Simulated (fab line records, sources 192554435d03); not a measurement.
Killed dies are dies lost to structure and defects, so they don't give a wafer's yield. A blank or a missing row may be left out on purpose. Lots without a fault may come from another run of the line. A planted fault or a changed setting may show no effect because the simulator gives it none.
Chamber matching | flow n5_finfet | N5_FIN_SAQP_MANDREL2_REMOVE_60 on rie_si-02: 4 sister chambers
The step chemistry HBr/Cl2/O2, target a-Si, stops on SiNx, bt time 10 s. 8 wafers are shown with their chamber, then 9 later ones without.

WAFERS WITH THEIR CHAMBER
wafer  | chamber | drypump_motor_current_A (A) | throttle_valve_pct (%)
L083.3 | 3       | 5.7                         | 36.97
L088.1 | 2       | 6.1                         | 36.69
L088.3 | 3       | 5.7                         | 36.97
L091.1 | 1       | 6.3                         | 36.64
L091.6 | 0       | 5.2                         | 36.98
L092.1 | 0       | 5.1                         | 36.98
L092.3 | 2       | 6.1                         | 36.69
L092.4 | 1       | 6.3                         | 36.65

WAFERS WITHOUT THEIR CHAMBER
wafer  | drypump_motor_current_A (A) | throttle_valve_pct (%)
L093.2 | 5.7                         | 36.98
L093.4 | 6.1                         | 36.69
L093.5 | 6.1                         | 36.69
L094.1 | 6.1                         | 36.71
L094.2 | 6.3                         | 36.66
L094.3 | 5.7                         | 36.96
L096.2 | 5.7                         | 36.98
L096.4 | 5.1                         | 36.98
L096.5 | 5.1                         | 36.98

WHICH CHAMBER EACH WENT THROUGH
wafer  | from the rows above | in truth
L093.2 | 3                   | 3
L093.4 | 2                   | 2
L093.5 | 2                   | 2
L094.1 | 2                   | 2
L094.2 | 1                   | 1
L094.3 | 3                   | 3
L096.2 | 3                   | 3
L096.4 | 0                   | 0
L096.5 | 0                   | 0
Placed correctly: 9 of 9. Can't be placed from these rows: 0. Placed wrongly: 0.
How it was worked out, from the rows above alone: a wafer's distance from a chamber is the root of the sum, over the readings, of the square of ((its reading less the chamber's mean) divided by the reading's scatter). The wafer belongs to the nearest chamber; if the next one is less than 2 further off, it can't be placed. A chamber's mean is the mean of its shown wafers. The scatter: the root of (the sum of the squares of (reading less its chamber's mean) over the shown wafers, divided by (wafers less chambers)).
